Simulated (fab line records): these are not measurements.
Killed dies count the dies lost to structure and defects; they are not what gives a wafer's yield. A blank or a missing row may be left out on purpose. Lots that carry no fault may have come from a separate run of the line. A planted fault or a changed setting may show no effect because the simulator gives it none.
Which of the tools did it? || flow n5Finfet || 36 wafers from 12 lots sampled at 5 of the route's 1938 steps

== WHAT THE GAUGES READ, wafer by wafer ==
N5_BEOL_M2_THK_MEAS_53: measures by xrf.
{"lot": "L075", "measured": "day 6 23:05", "on": "filmMetro-02", "M2_THK (nm)": "41.4 41.1 38.6"}
{"lot": "L077", "measured": "day 7 16:14", "on": "filmMetro-02", "M2_THK (nm)": "38.2 42.1 41.3"}
{"lot": "L080", "measured": "day 8 06:56", "on": "filmMetro-01", "M2_THK (nm)": "39.8 39.2 39.2"}
{"lot": "L081", "measured": "day 8 19:25", "on": "filmMetro-01", "M2_THK (nm)": "39.1 39.9 39.6"}
{"lot": "L083", "measured": "day 9 05:19", "on": "filmMetro-02", "M2_THK (nm)": "41.3 41.4 39.4"}
{"lot": "L085", "measured": "day 9 22:41", "on": "filmMetro-01", "M2_THK (nm)": "41.9 42.4 42.3"}
{"lot": "L087", "measured": "day 10 01:47", "on": "filmMetro-01", "M2_THK (nm)": "39.3 40.3 41.2"}
{"lot": "L088", "measured": "day 10 22:28", "on": "filmMetro-01", "M2_THK (nm)": "38.4 38.6 38.5"}
{"lot": "L091", "measured": "day 11 09:32", "on": "filmMetro-02", "M2_THK (nm)": "38.9 40.0 39.6"}
{"lot": "L092", "measured": "day 11 14:01", "on": "filmMetro-01", "M2_THK (nm)": "38.0 40.4 37.9"}
{"lot": "L095", "measured": "day 12 13:20", "on": "filmMetro-01", "M2_THK (nm)": "39.3 39.7 38.9"}
{"lot": "L096", "measured": "day 12 20:12", "on": "filmMetro-01", "M2_THK (nm)": "38.4 39.5 39.4"}

== WHAT TOOL EACH LOT RAN ON (gives the tool, then ch and the chambers of the sampled wafers, and finally the start) ==
{"lot": "L075", "N5_BEOL_M2_ANNEAL_49": "pvdSputter-02, day 6 20:21", "N5_BEOL_M2_SPUTTER_79": "pvdSputter-02, day 6 20:29", "N5_BEOL_M2_ANNEAL_89": "pvdSputter-02, day 6 21:14", "N5_BEOL_M2_ANNEAL_95": "pvdSputter-02, day 6 21:53"}
{"lot": "L077", "N5_BEOL_M2_ANNEAL_49": "pvdSputter-01, day 7 13:47", "N5_BEOL_M2_SPUTTER_79": "pvdSputter-01, day 7 13:55", "N5_BEOL_M2_ANNEAL_89": "pvdSputter-01, day 7 14:40", "N5_BEOL_M2_ANNEAL_95": "pvdSputter-01, day 7 15:19"}
{"lot": "L080", "N5_BEOL_M2_ANNEAL_49": "pvdSputter-03, day 8 04:28", "N5_BEOL_M2_SPUTTER_79": "pvdSputter-03, day 8 04:37", "N5_BEOL_M2_ANNEAL_89": "pvdSputter-03, day 8 05:21", "N5_BEOL_M2_ANNEAL_95": "pvdSputter-03, day 8 06:01"}
{"lot": "L081", "N5_BEOL_M2_ANNEAL_49": "pvdSputter-01, day 8 16:56", "N5_BEOL_M2_SPUTTER_79": "pvdSputter-01, day 8 17:05", "N5_BEOL_M2_ANNEAL_89": "pvdSputter-01, day 8 17:49", "N5_BEOL_M2_ANNEAL_95": "pvdSputter-01, day 8 18:29"}
{"lot": "L083", "N5_BEOL_M2_ANNEAL_49": "pvdSputter-01, day 9 02:51", "N5_BEOL_M2_SPUTTER_79": "pvdSputter-01, day 9 02:59", "N5_BEOL_M2_ANNEAL_89": "pvdSputter-01, day 9 03:44", "N5_BEOL_M2_ANNEAL_95": "pvdSputter-01, day 9 04:23"}
{"lot": "L085", "N5_BEOL_M2_ANNEAL_49": "pvdSputter-03, day 9 18:24", "N5_BEOL_M2_SPUTTER_79": "pvdSputter-03, day 9 18:32", "N5_BEOL_M2_ANNEAL_89": "pvdSputter-03, day 9 21:05", "N5_BEOL_M2_ANNEAL_95": "pvdSputter-03, day 9 21:44"}
{"lot": "L087", "N5_BEOL_M2_ANNEAL_49": "pvdSputter-02, day 9 22:59", "N5_BEOL_M2_SPUTTER_79": "pvdSputter-02, day 9 23:07", "N5_BEOL_M2_ANNEAL_89": "pvdSputter-02, day 9 23:52", "N5_BEOL_M2_ANNEAL_95": "pvdSputter-02, day 10 00:31"}
{"lot": "L088", "N5_BEOL_M2_ANNEAL_49": "pvdSputter-02, day 10 19:50", "N5_BEOL_M2_SPUTTER_79": "pvdSputter-02, day 10 19:58", "N5_BEOL_M2_ANNEAL_89": "pvdSputter-02, day 10 20:43", "N5_BEOL_M2_ANNEAL_95": "pvdSputter-02, day 10 21:22"}
{"lot": "L091", "N5_BEOL_M2_ANNEAL_49": "pvdSputter-03, day 11 06:07", "N5_BEOL_M2_SPUTTER_79": "pvdSputter-03, day 11 06:16", "N5_BEOL_M2_ANNEAL_89": "pvdSputter-03, day 11 07:00", "N5_BEOL_M2_ANNEAL_95": "pvdSputter-03, day 11 07:40"}
{"lot": "L092", "N5_BEOL_M2_ANNEAL_49": "pvdSputter-02, day 11 11:26", "N5_BEOL_M2_SPUTTER_79": "pvdSputter-02, day 11 11:34", "N5_BEOL_M2_ANNEAL_89": "pvdSputter-02, day 11 12:19", "N5_BEOL_M2_ANNEAL_95": "pvdSputter-02, day 11 12:58"}
{"lot": "L095", "N5_BEOL_M2_ANNEAL_49": "pvdSputter-03, day 12 10:52", "N5_BEOL_M2_SPUTTER_79": "pvdSputter-03, day 12 11:01", "N5_BEOL_M2_ANNEAL_89": "pvdSputter-03, day 12 11:45", "N5_BEOL_M2_ANNEAL_95": "pvdSputter-03, day 12 12:25"}
{"lot": "L096", "N5_BEOL_M2_ANNEAL_49": "pvdSputter-03, day 12 17:44", "N5_BEOL_M2_SPUTTER_79": "pvdSputter-03, day 12 17:53", "N5_BEOL_M2_ANNEAL_89": "pvdSputter-03, day 12 18:37", "N5_BEOL_M2_ANNEAL_95": "pvdSputter-03, day 12 19:17"}
- N5_BEOL_M2_ANNEAL_49: time 240 s.
- N5_BEOL_M2_SPUTTER_79: material Cu, target thk 4.5 nm, time 8.29 s.
- N5_BEOL_M2_ANNEAL_89: time 240 s.
- N5_BEOL_M2_ANNEAL_95: time 240 s.

== THE ANSWER, worked out from the rows above alone ==
Rule: the lots themselves supply what counts as usual. The widest of any qualifying gaps counts: lots, ordered by their means at a reading, are off when they make up no more than a third of the lots, leave a main group of 4 or more, and stand apart from it by 3 or more times the standard deviation of that group's means. The tables above print the reading to a certain number of digits; a main group whose means all agree to those digits is not used. Also off: a lot with no number at a reading for which 4 or more lots have one. The other lots that the step has rows for count as sound.
No lot is off on any of the readings shown, so nothing can be concluded from this.

== WHAT THE SIMULATOR HAD INSERTED ==
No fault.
